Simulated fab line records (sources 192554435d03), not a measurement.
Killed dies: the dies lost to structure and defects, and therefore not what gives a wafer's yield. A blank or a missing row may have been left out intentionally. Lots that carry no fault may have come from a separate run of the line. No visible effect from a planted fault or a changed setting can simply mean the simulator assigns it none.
Which of the tools did it? ; flow n5Finfet ; 24 lots, 72 wafers sampled, at 5 steps of a route of 1938

== WHAT EACH GAUGE READ, for each wafer ==
N5_BEOL_M7_OVL_MEAS_12.
lot;measured;on;M7_OVL (nm)
L074;day 9 00:08;overlay-02;0.4 1.0 1.6
L075;day 9 05:07;overlay-02;-0.2 -0.9 0.5
L076;day 9 13:22;overlay-01;0.6 1.0 2.2
L077;day 9 21:53;overlay-02;1.1 1.1 0.6
L078;day 10 03:40;overlay-02;-0.9 -0.4 -0.2
L079;day 10 08:29;overlay-01;0.8 1.5 1.0
L081;day 11 04:11;overlay-01;0.8 1.0 1.1
L080;day 11 20:49;overlay-01;2.0 3.2 1.3
L083;day 12 02:03;overlay-01;1.0 0.1 0.5
L082;day 12 12:09;overlay-02;0.0 -0.8 1.0
L085;day 12 15:23;overlay-02;-0.2 -0.5 -0.5
L086;day 12 23:43;overlay-01;0.6 0.0 -0.2
L087;day 12 23:53;overlay-01;-0.3 -0.1 -0.7
L084;day 13 02:44;overlay-01;1.1 0.2 1.4
L089;day 13 20:19;overlay-02;0.3 0.4 -0.2
L088;day 14 01:15;overlay-01;0.3 0.6 1.1
L091;day 14 05:06;overlay-02;-0.4 0.3 0.5
L094;day 14 08:49;overlay-01;-0.2 0.5 0.9
L090;day 14 14:34;overlay-01;0.2 1.0 0.1
L093;day 15 00:26;overlay-02;1.1 -0.2 1.4
L096;day 15 02:14;overlay-01;0.2 -0.2 0.0
L092;day 15 04:25;overlay-01;-0.2 1.0 -0.1
L095;day 15 07:52;overlay-02;1.2 -0.2 0.8
L097;day 15 15:53;overlay-02;0.8 1.1 1.0

N5_BEOL_M8_CD_MEAS_18: pitch 80 nm, target cd 40 nm.
lot;measured;on;cdNm (nm)
L074;day 9 13:01;cdSem-03;40.7 40.5 39.9
L075;day 9 22:32;cdSem-01;39.8 39.9 40.1
L076;day 9 22:58;cdSem-02;41.4 39.8 40.9
L077;day 10 04:26;cdSem-03;39.7 39.8 40.0
L078;day 10 13:33;cdSem-01;39.7 39.8 39.4
L079;day 10 22:56;cdSem-01;40.3 40.9 41.8
L081;day 11 11:11;cdSem-01;39.6 39.7 40.6
L080;day 12 07:19;cdSem-02;39.6 40.4 39.9
L083;day 12 10:53;cdSem-01;39.7 39.7 40.3
L082;day 12 19:22;cdSem-02;40.0 39.3 39.1
L085;day 13 00:26;cdSem-01;40.9 40.7 40.2
L086;day 13 08:26;cdSem-01;40.4 40.4 40.9
L087;day 13 08:13;cdSem-01;40.8 40.2 41.0
L084;day 13 11:53;cdSem-01;39.9 39.2 40.8
L089;day 14 06:06;cdSem-02;40.2 39.4 39.9
L088;day 14 11:35;cdSem-02;40.8 40.5 40.1
L091;day 14 11:52;cdSem-03;39.9 39.5 40.4
L094;day 14 19:13;cdSem-03;40.2 40.0 39.5
L090;day 15 02:04;cdSem-03;39.9 40.1 39.9
L093;day 15 12:16;cdSem-01;40.0 39.8 40.0
L096;day 15 08:23;cdSem-03;40.8 39.8 40.3
L092;day 15 13:38;cdSem-01;39.6 40.1 39.7
L095;day 15 16:46;cdSem-02;40.5 40.8 40.2
L097;day 16 00:59;cdSem-01;40.9 40.0 40.9

N5_BEOL_M8_CD_MEAS_28 targets a cd of 40 nm.
lot;measured;on;cdNm (nm)
L074;day 9 13:28;cdSem-02;39.80 40.09 39.65
L075;day 9 22:58;cdSem-01;40.21 40.37 40.06
L076;day 9 23:24;cdSem-01;39.81 40.05 39.90
L077;day 10 06:36;cdSem-01;40.21 39.76 40.09
L078;day 10 16:07;cdSem-01;39.82 40.18 40.27
L079;day 11 01:43;cdSem-02;40.44 40.14 40.58
L081;day 11 12:27;cdSem-01;40.22 39.80 39.88
L080;day 12 09:23;cdSem-03;39.85 39.80 39.63
L083;day 12 11:11;cdSem-01;39.71 40.15 39.82
L082;day 12 19:47;cdSem-01;39.77 39.98 39.91
L085;day 13 02:07;cdSem-02;39.94 40.20 39.76
L086;day 13 09:44;cdSem-01;40.09 40.32 40.20
L087;day 13 09:40;cdSem-03;39.94 39.81 39.90
L084;day 13 13:58;cdSem-02;39.93 40.18 39.95
L089;day 14 06:40;cdSem-01;39.80 40.11 39.81
L088;day 14 13:32;cdSem-02;39.98 40.30 39.69
L091;day 14 13:43;cdSem-02;39.89 39.57 39.88
L094;day 14 20:55;cdSem-03;40.34 39.66 40.12
L090;day 15 03:19;cdSem-01;39.62 40.12 39.92
L093;day 15 15:54;cdSem-02;39.68 40.05 39.92
L096;day 15 10:02;cdSem-02;40.23 39.85 39.99
L092;day 15 14:49;cdSem-03;40.01 40.12 40.01
L095;day 15 19:21;cdSem-01;40.58 40.33 39.54
L097;day 16 04:47;cdSem-02;40.41 40.23 40.43

== EACH LOT AND THE TOOL THAT RAN IT (in order: tool; ch and the chambers of the sampled wafers; start) ==
lot;N5_BEOL_M7_STRIP_80;N5_BEOL_M7_ALD_77
L074;rieDiel-04 ch 0,2,3, day 9 04:27 or earlier;aldMetal-03 ch 1,2, day 9 04:27
L075;rieDiel-01 ch 2, day 9 13:56 or earlier;aldMetal-01 ch 0,1,2, day 9 13:56
L076;rieDiel-04 ch 1,2, day 9 16:36 or earlier;aldMetal-03 ch 1,2,3, day 9 16:36
L077;rieDiel-04 ch 1,2,3, day 10 00:18 or earlier;aldMetal-01 ch 0,1,2, day 10 00:18
L078;rieDiel-03 ch 0,2,3, day 10 09:02 or earlier;aldMetal-02 ch 0,1, day 10 09:02
L079;rieDiel-03 ch 0,1,3, day 10 17:44 or earlier;aldMetal-01 ch 1,2,3, day 10 17:44
L081;rieDiel-04 ch 2,3, day 11 07:11 or earlier;aldMetal-03 ch 0,1,3, day 11 07:11
L080;rieDiel-01 ch 1,2,3, day 12 02:32 or earlier;aldMetal-03 ch 1,3, day 12 02:32
L083;rieDiel-03 ch 0,2,3, day 12 06:07 or earlier;aldMetal-02 ch 0,2,3, day 12 06:07
L082;rieDiel-03 ch 0,1,2, day 12 15:17 or earlier;aldMetal-02 ch 0,1,3, day 12 15:17
L085;rieDiel-03 ch 0,1,3, day 12 19:11 or earlier;aldMetal-02 ch 0,2,3, day 12 19:11
L086;rieDiel-03 ch 0,1,2, day 13 03:37 or earlier;aldMetal-02 ch 1,2,3, day 13 03:37
L087;rieDiel-01 ch 2,3, day 13 03:47 or earlier;aldMetal-01 ch 0,1, day 13 03:47
L084;rieDiel-01 ch 1,2,3, day 13 06:40 or earlier;aldMetal-02 ch 2,3, day 13 06:40
L089;rieDiel-03 ch 2,3, day 14 01:40 or earlier;aldMetal-02 ch 0,1, day 14 01:40
L088;rieDiel-03 ch 0,3, day 14 05:28 or earlier;aldMetal-02 ch 2,3, day 14 05:28
L091;rieDiel-01 ch 0,1,3, day 14 07:46 or earlier;aldMetal-02 ch 0,1,2, day 14 07:46
L094;rieDiel-04 ch 1,3, day 14 12:00 or earlier;aldMetal-03 ch 1,2, day 14 12:00
L090;rieDiel-04 ch 0,1,2, day 14 18:46 or earlier;aldMetal-02 ch 0,1,2, day 14 18:46
L093;rieDiel-01 ch 2,3, day 15 05:23 or earlier;aldMetal-02 ch 0,1, day 15 05:23
L096;rieDiel-01 ch 1,2,3, day 15 04:23 or earlier;aldMetal-02 ch 0,2,3, day 15 04:23
L092;rieDiel-01 ch 0,1,2, day 15 07:22 or earlier;aldMetal-02 ch 2,3, day 15 07:22
L095;rieDiel-01 ch 0,1,2, day 15 11:56 or earlier;aldMetal-02 ch 1,2,3, day 15 11:56
L097;rieDiel-04 ch 1,2,3, day 15 19:58 or earlier;aldMetal-01 ch 0,3, day 15 19:58
- N5_BEOL_M7_STRIP_80: strips in N2/H2, time 10 s.
- N5_BEOL_M7_ALD_77: deposits TaN, target thk 2 nm, pulse time 2 s, purge time 3 s.

== WHAT THE TOOLS THEMSELVES READ (means of the sampled wafers that have a number; where no wafer has one, the mark that the record gives instead) ==
N5_BEOL_M7_STRIP_80.
lot;tool;drypumpMotorCurrentA (A);n2FlowSccm (sccm);oesProductAu (a.u.);rfVppV (V);showerheadPlenumPTorr (Torr);throttleValvePct (%)
L074;rieDiel-04;6.2;200.0;0.81;58.5;2.53;23.39
L075;rieDiel-01;5.2;200.5;0.71;59.7;2.53;23.40
L076;rieDiel-04;5.9;199.8;0.83;59.8;2.53;23.25
L077;rieDiel-04;6.0;199.6;0.82;59.3;2.53;23.46
L078;rieDiel-03;6.5;199.7;0.76;58.8;2.50;23.70
L079;rieDiel-03;6.1;200.7;0.78;58.3;2.55;23.44
L081;rieDiel-04;6.6;199.5;0.85;59.4;2.47;23.25
L080;rieDiel-01;5.5;199.8;0.74;59.1;2.46;23.59
L083;rieDiel-03;6.5;200.7;0.74;58.3;2.49;23.72
L082;rieDiel-03;6.1;200.7;0.78;58.8;2.50;23.41
L085;rieDiel-03;6.1;199.5;0.77;60.0;2.54;23.46
L086;rieDiel-03;6.1;199.1;0.77;58.7;2.50;23.41
L087;rieDiel-01;5.6;200.6;0.74;58.2;2.50;23.51
L084;rieDiel-01;5.5;200.3;0.73;59.0;2.46;23.59
L089;rieDiel-03;6.5;199.8;0.71;59.1;2.47;23.83
L088;rieDiel-03;6.4;200.5;0.75;59.9;2.54;23.68
L091;rieDiel-01;5.7;200.0;0.75;59.4;2.47;23.61
L094;rieDiel-04;5.4;200.0;0.74;58.8;2.58;23.72
L090;rieDiel-04;5.5;199.6;0.74;59.7;2.57;23.45
L093;rieDiel-01;6.0;200.3;0.77;59.6;2.48;23.59
L096;rieDiel-01;5.5;200.6;0.72;58.3;2.45;23.61
L092;rieDiel-01;5.2;199.0;0.70;58.8;2.47;23.55
L095;rieDiel-01;5.2;199.9;0.70;59.0;2.47;23.56
L097;rieDiel-04;6.0;200.1;0.77;59.5;2.51;23.52

N5_BEOL_M7_ALD_77.
lot;tool;chamberPressureTorr (Torr);heaterPowerW (W)
L074;aldMetal-03;3.003;472
L075;aldMetal-01;2.997;419
L076;aldMetal-03;3.005;411
L077;aldMetal-01;3.002;425
L078;aldMetal-02;3.001;429
L079;aldMetal-01;3.005;393
L081;aldMetal-03;3.002;378
L080;aldMetal-03;2.993;356
L083;aldMetal-02;2.996;410
L082;aldMetal-02;2.998;396
L085;aldMetal-02;3.001;409
L086;aldMetal-02;3.002;421
L087;aldMetal-01;3.002;414
L084;aldMetal-02;3.008;373
L089;aldMetal-02;2.997;423
L088;aldMetal-02;3.003;373
L091;aldMetal-02;3.002;460
L094;aldMetal-03;2.997;416
L090;aldMetal-02;3.009;459
L093;aldMetal-02;3.005;448
L096;aldMetal-02;2.998;408
L092;aldMetal-02;3.005;436
L095;aldMetal-02;3.000;422
L097;aldMetal-01;3.007;380

== THE ANSWER, worked out from the rows above alone ==
Rule: usual is defined by the lots themselves. Put in order of their means at a reading, lots are off if they are a third of the lots or fewer, leave a main group of 4 or more, and stand apart from it by a gap of 3 or more times the standard deviation of the main group's means; of several such gaps the widest counts. The tables above print the reading to a certain number of digits; a main group whose means all agree to those digits is not used. Also off: a lot with no number at a reading for which 4 or more lots have one. Where the step has rows for the other lots, those lots are counted as sound. After the gauges, taken in route order, come the tools' own readings; for these a lot's mean is taken, as printed above. At the first step where some lot is off, the reading lying furthest off is the one used; lots without a number count as furthest.
No lot is off on any of the readings shown, so nothing can be concluded from this.

== WHAT HAD BEEN PUT IN BY THE SIMULATOR ==
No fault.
